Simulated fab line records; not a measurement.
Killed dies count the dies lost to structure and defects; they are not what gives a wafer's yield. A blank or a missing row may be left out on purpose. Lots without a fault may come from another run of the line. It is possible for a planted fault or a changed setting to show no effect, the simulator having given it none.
Chamber matching	flow n5 finfet	N5_BEOL_M4_DEP_57 on pecvd-02 has 3 sister chambers
The step deposits SiCN from 3MS/NH3, target thk 8 nm, time 14 s. 3 wafers are shown with their chamber, then 8 later ones without.

WAFERS PAIRED WITH THEIR CHAMBERS
wafer	chamber	showerhead plenum p Torr (Torr)
L089.4	0	3.672
L089.6	2	3.635
L090.1	1	3.688

WAFERS MISSING THEIR CHAMBER
wafer	showerhead plenum p Torr (Torr)
L090.3	3.671
L090.5	3.665
L091.3	3.647
L091.5	3.642
L091.6	3.696
L094.1	3.650
L094.5	3.686
L094.6	3.661

CHAMBER TAKEN BY EACH
wafer	from the rows above	in truth
L090.3	can't be placed: 0 or 1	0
L090.5	can't be placed: 0 or 1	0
L091.3	can't be placed: 2 or 0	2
L091.5	2	2
L091.6	can't be placed: 1 or 0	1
L094.1	can't be placed: 2 or 0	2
L094.5	can't be placed: 1 or 0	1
L094.6	can't be placed: 0 or 2 or 1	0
Correct placement for 1 of the 8. Unplaceable from these rows: 7, with the true chamber sitting among the candidates in 7. 0 placed wrongly.
How it was worked out, from the rows above alone: a wafer's distance from a chamber is the root of the sum, over the readings, of the square of ((its reading less the chamber's mean) divided by the reading's scatter). If the next closest chamber is less than 2 further off than the closest, the wafer can't be placed; otherwise it belongs to the closest. Each chamber's mean is taken over the wafers shown for it. The scatter: root of mean squared gap, hidden wafer to nearest shown wafer, with one shown wafer a chamber.
